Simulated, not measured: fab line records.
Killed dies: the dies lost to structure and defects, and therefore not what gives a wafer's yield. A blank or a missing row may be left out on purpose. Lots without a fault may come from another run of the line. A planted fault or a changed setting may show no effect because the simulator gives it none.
Chamber matching ; flow n5 finfet ; 4 sister chambers for N5_BEOL_M10_ETCH_65 on rie diel-05
The step etches SiARC in CF4, target depth 39 nm, time 65 s. 8 wafers are shown with their chamber, then 10 later ones without.

WAFERS, EACH WITH ITS CHAMBER
wafer;chamber;showerhead plenum p Torr (Torr);drypump motor current A (A)
L079.6;1;2.23;5.7
L082.1;0;2.26;5.0
L082.6;3;2.10;5.9
L088.2;2;2.17;5.8
L088.5;2;2.16;5.8
L088.6;1;2.22;5.6
L089.1;0;2.25;5.0
L089.4;3;2.10;5.9

WAFERS WHOSE CHAMBER IS MISSING
wafer;showerhead plenum p Torr (Torr);drypump motor current A (A)
L089.6;2.25;5.0
L091.1;2.25;5.1
L091.2;2.21;5.7
L091.3;2.10;5.9
L093.1;2.10;5.9
L093.5;2.10;5.9
L093.6;2.16;5.8
L097.3;2.25;5.1
L097.4;2.25;5.1
L097.6;2.16;5.8

THE CHAMBER EACH PASSED THROUGH
wafer;from the rows above;in truth
L089.6;0;0
L091.1;0;0
L091.2;1;1
L091.3;3;3
L093.1;3;3
L093.5;3;3
L093.6;2;2
L097.3;0;0
L097.4;0;0
L097.6;2;2
Correctly placed: 10 of 10. Not placeable from these rows: 0. 0 placed wrongly.
How it was worked out, from the rows above alone: a wafer's distance from a chamber is the root of the sum, over the readings, of the square of ((its reading less the chamber's mean) divided by the reading's scatter). The wafer belongs to the nearest chamber; if the next one is less than 2 further off, it can't be placed. The mean given for a chamber averages the wafers shown for that chamber. The scatter: the root of (the sum of the squares of (reading less its chamber's mean) over the shown wafers, divided by (wafers less chambers)).
